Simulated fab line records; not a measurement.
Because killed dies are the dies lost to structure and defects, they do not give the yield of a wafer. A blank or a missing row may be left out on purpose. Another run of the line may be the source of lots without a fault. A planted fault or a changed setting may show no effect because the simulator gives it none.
Split-lot experiment	flow n5_finfet	21 wafers read across 7 lots, on a route 1938 steps long

## THE SPLIT
At N5_GATE_CUT_COAT_07 (resist thk 30 nm), the setting spin_rpm was moved away from the recipe's 1500 rpm on 9 of the 21 wafers read, by -8.5% to +9.7%. For the rest of the wafers, this setting stayed at what the recipe calls for.

## FROM THE SPLIT TO THE READING: what the file shows between them, 3 steps
- N5_GATE_CUT_EBR_09
- N5_GATE_CUT_SOFTBAKE_08: time 60 s
- N5_GATE_CUT_DESCUM_18: chemistry O2, time 7 s

## THE READING
CAR-EUV_of_GATE_CUT_COAT_07.thk_nm (the simulator's own value, which no gauge read), in nm, at N5_GATE_CUT_ETCH_36 (etches SiARC in CF4, target depth 13 nm, time 21.7 s). The file does not state a usual value for it. Average 6.8 nm, standard deviation 0.16 nm, over the 12 wafers here run with the recipe.

wafer	tool, chamber at the split	spin_rpm as run, rpm	against the recipe	CAR-EUV_of_GATE_CUT_COAT_07.thk_nm, nm	against lot-mates on the recipe
L074.1	litho_track-03, 0	1500	recipe	7	-
L074.2	litho_track-03, 0	1500	recipe	6.8	-
L074.6	litho_track-03, 0	1500	recipe	6.8	-
L075.1	litho_track-03, 0	1610	+7.3%	5.8	-1.1
L075.4	litho_track-03, 0	1500	recipe	7	-
L075.5	litho_track-03, 0	1500	recipe	6.8	-
L076.2	litho_track-01, 0	1500	recipe	6.6	-
L076.3	litho_track-01, 0	1500	recipe	6.6	-
L076.6	litho_track-01, 0	1500	recipe	6.8	-
L079.2	litho_track-01, 0	1557	+3.8%	6.2	-0.6
L079.3	litho_track-01, 0	1500	recipe	6.8	-
L079.4	litho_track-01, 0	1557	+3.8%	6.4	-0.4
L080.3	litho_track-01, 0	1439	-4.1%	7.6	+0.8
L080.5	litho_track-01, 0	1500	recipe	6.8	-
L080.6	litho_track-01, 0	1439	-4.1%	7.4	+0.6
L092.1	litho_track-05, 0	1500	recipe	7.2	-
L092.4	litho_track-05, 0	1646	+9.7%	5.6	-1.6
L092.5	litho_track-05, 0	1646	+9.7%	5.8	-1.4
L096.2	litho_track-03, 0	1500	recipe	6.8	-
L096.4	litho_track-03, 0	1373	-8.5%	8.4	+1.6
L096.6	litho_track-03, 0	1373	-8.5%	8.6	+1.8

THE FIT
A straight line over all 21 wafers: CAR-EUV_of_GATE_CUT_COAT_07.thk_nm changes by -0.152 nm for each +1% of spin_rpm; r = -0.96; the points scatter about the line by 0.2 nm.
The same after taking each lot's own level away (the mean of its wafers on the recipe; 21 wafers): -0.17 nm for each +1%; r = -0.99; scatter 0.13 nm.
That fit puts the effect of the largest move of spin_rpm on the reading at 1.7 nm.
The lots' own levels span 6.67 to 7.20 nm, that is 3.3 times the standard deviation above.
Hence the slope depends on the lot-to-lot level, as the two fits are not the same.
Check: for one of the wafers moved furthest among these (+9.7%), held out of the fit, the line's prediction against its lot-mates is -1.59 nm. It came out at -1.6 nm against them.

## THE OTHER SPLITS THESE WAFERS WENT THROUGH
These wafers also went through other splits before the reading. Each is held against what the fit with the lots' levels taken away leaves over:
other split on the same wafers	wafers away from the commonest value	r with CAR-EUV_of_GATE_CUT_COAT_07.thk_nm (lot level and that fit taken away)
N5_SD_EPI_N_PEB_07 peb_temp_c	8	-0.08
N5_SDB_ALD_29 ald_cycles	5	+0.18
N5_HKMG_FIN_PEB_10 peb_time_s	6	-0.09

## THE WHOLE CHAIN: every reading that the file lists as answering this split, in the file's order
step	what it does	reading	change (the file's fit)	r (the file's)
N5_GATE_CUT_COAT_07	resist thk 30 nm	CAR-EUV_of_GATE_CUT_COAT_07.thk_nm (the simulator's own value, which no gauge read)	-0.142 nm for each +1% of the setting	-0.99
N5_GATE_CUT_DESCUM_18	chemistry O2, time 7 s	CAR-EUV_of_GATE_CUT_COAT_07.thk_nm (the simulator's own value, which no gauge read)	-0.151 nm for each +1% of the setting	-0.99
N5_GATE_CUT_ETCH_36	etches SiARC in CF4, target depth 13 nm, time 21.7 s	CAR-EUV_of_GATE_CUT_COAT_07.thk_nm (the simulator's own value, which no gauge read)	-0.166 nm for each +1% of the setting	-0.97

## THE FILE'S OWN FIT
CAR-EUV_of_GATE_CUT_COAT_07.thk_nm changes by -0.166 nm for each +1% of spin_rpm, r = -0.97.
